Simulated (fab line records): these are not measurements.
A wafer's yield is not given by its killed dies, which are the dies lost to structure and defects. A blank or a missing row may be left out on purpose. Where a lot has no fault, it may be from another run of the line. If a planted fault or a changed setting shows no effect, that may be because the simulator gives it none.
Matching of chambers    flow n5_finfet    4 sister chambers for N5_FIN_SAQP_SPACER1_ETCHBACK_25 on rie_diel-06
The step etches SiO2 in CHF3/O2, target depth 24.4 nm, time 12.2 s. 14 wafers are shown with their chamber, then 7 later ones without.

== EACH WAFER AND ITS CHAMBER ==
wafer   chamber  showerhead_plenum_p_Torr (Torr)  drypump_motor_current_A (A)  throttle_valve_pct (%)
L144.2  0        2.46                             5.3                          19.07
L144.3  3        2.29                             5.0                          19.51
L144.5  3        2.29                             5.0                          19.51
L154.2  1        2.57                             5.9                          18.75
L154.3  2        2.47                             5.4                          19.06
L154.5  2        2.47                             5.4                          19.05
L157.2  1        2.57                             5.9                          18.76
L157.3  0        2.45                             5.3                          18.68
L157.6  2        2.47                             5.4                          19.05
L158.1  0        2.45                             5.2                          18.68
L158.3  2        2.47                             5.4                          19.07
L158.5  2        2.47                             5.4                          19.03
L160.2  0        2.45                             5.2                          18.69
L160.4  1        2.56                             5.9                          18.75

SIGNATURES (means of the wafers above)
reading                   chamber 0  chamber 1  chamber 2  chamber 3  scatter within a chamber
showerhead_plenum_p_Torr  2.4525     2.5667     2.4700     2.2900     0.00376
drypump_motor_current_A   5.250      5.900      5.400      5.000      0.0316
throttle_valve_pct        18.7800    18.7533    19.0520    19.5100    0.106
Rule: a wafer's distance from a chamber is the root of the sum, over the readings, of the square of ((its reading less the chamber's mean) divided by the reading's scatter). If the next closest chamber is less than 2 further off than the closest, the wafer can't be placed; otherwise it belongs to the closest. The scatter: take each reading less its chamber's mean, square it, sum over the shown wafers, divide by the number of wafers less the number of chambers, and take the root.

== WAFERS WITHOUT THEIR CHAMBER ==
wafer   showerhead_plenum_p_Torr (Torr)  drypump_motor_current_A (A)  throttle_valve_pct (%)
L160.5  2.58                             5.0                          19.12
L161.3  2.45                             5.3                          18.68
L161.4  2.58                             4.9                          19.11
L161.5  2.45                             5.3                          18.67
L162.1  2.45                             5.3                          18.69
L162.3  2.56                             5.9                          18.79
L162.4  2.46                             5.4                          19.06

== WHICH CHAMBER EACH WENT THROUGH ==
wafer    from the rows above       in truth
L160.5   1                         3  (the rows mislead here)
L161.3   0                         0
L161.4   can't be placed: 1 or 2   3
L161.5   0                         0
L162.1   0                         0
L162.3   1                         1
L162.4   2                         2
Correct placement for 5 of the 7. Cannot be placed on the basis of these rows: 1; the candidates contain the true chamber in 0. 1 placed wrongly.
